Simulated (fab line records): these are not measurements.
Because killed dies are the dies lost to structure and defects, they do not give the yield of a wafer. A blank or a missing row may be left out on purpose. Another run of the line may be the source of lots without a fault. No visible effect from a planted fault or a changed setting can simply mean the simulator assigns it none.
2 desks, one fault	flow n5_finfet	only its own numbers are on each desk; what lay behind them is given at the end

## DESK OF THE TOOL OWNER: epi_rpcvd-04
The tool's own readings at N5_PMOS_HMC_CHANNEL_EPI_EPI_20 (deposits SiGe30, target thk 59 nm): means of the sampled wafers that have a number, for each lot that ran on this tool. A lot is out of limits, marked OUT, if its mean lies more than 4 standard deviations from the usual mean; the brackets give that distance.
Columns: A = lamp_inner_pct at N5_PMOS_HMC_CHANNEL_EPI_EPI_20, usual 11.4 %; B = susceptor_temp_C at N5_PMOS_HMC_CHANNEL_EPI_EPI_20, usual 599.99 C
lot	first seen here	A	B
L111	day 2 05:48	12.8	600.09
L117	day 3 19:59	12.7	599.98
L119	day 4 05:59	12.8	600.05
L124	day 5 13:04	12.8	599.91
L126	day 5 23:56	12.6	599.98
L127	day 6 06:16	12.7	600.13
This desk's verdict: no lot among the 6 shows anything out of limits.

## METROLOGY DESK
What the gauges read for every lot (on any tool): the sampled wafers with a number, averaged. A lot is out of limits, marked OUT, if its mean lies more than 4 standard deviations from the usual mean; the brackets give that distance.
Columns: A = NWELL_OVL at N5_WELL_APT_OVL_MEAS_09, usual -2 nm; B = PWELL_OVL at N5_WELL_APT_OVL_MEAS_26, usual -2 nm; C = HMC_CMP_THK at N5_PMOS_HMC_CHANNEL_EPI_THK_MEAS_22, usual 53.8 nm
lot	first seen here	A	B	C
L109	day 1 13:50	-2	0	52.9
L111	day 2 01:50	-7	-3	53.4
L112	day 2 07:43	-4	-5	53.3
L114	day 2 19:53	4	6	54.7
L117	day 3 15:02	-2	1	53.0
L118	day 3 20:04	3	0	53.2
L119	day 4 01:35	-1	-3	53.3
L120	day 4 08:20	-4	5	54.1
L124	day 5 07:52	-1	-7	54.1
L126	day 5 19:43	2	-1	42.8 (-12) OUT
L127	day 6 01:36	-0	-3	43.5 (-11) OUT
L132	day 7 07:43	-9	-0	53.6
This desk's result: L126, L127 out of limits, first on L126 (HMC_CMP_THK at N5_PMOS_HMC_CHANNEL_EPI_THK_MEAS_22), day 6 01:34. In limits: L109, L111, L112, L114, L117, L118, L119, L120, L124, L132.

## PUT TOGETHER
On L126, L127, the metrology desk was in a position to raise an alarm at day 6 01:34.
The tool owner's desk saw nothing out of limits.
The tool owner's desk has L126, L127 on record, within its limits.
Every lot named ran N5_PMOS_HMC_CHANNEL_EPI_EPI_20 on epi_rpcvd-04.

## WHAT THE SIMULATOR HAD INSERTED
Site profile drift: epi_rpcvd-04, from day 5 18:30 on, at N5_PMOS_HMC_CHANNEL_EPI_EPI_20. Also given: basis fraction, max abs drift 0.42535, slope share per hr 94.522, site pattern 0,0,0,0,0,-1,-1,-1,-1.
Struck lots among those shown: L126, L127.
Hours from the fault's start to each desk's first reading out of limits: the metrology desk, 7.
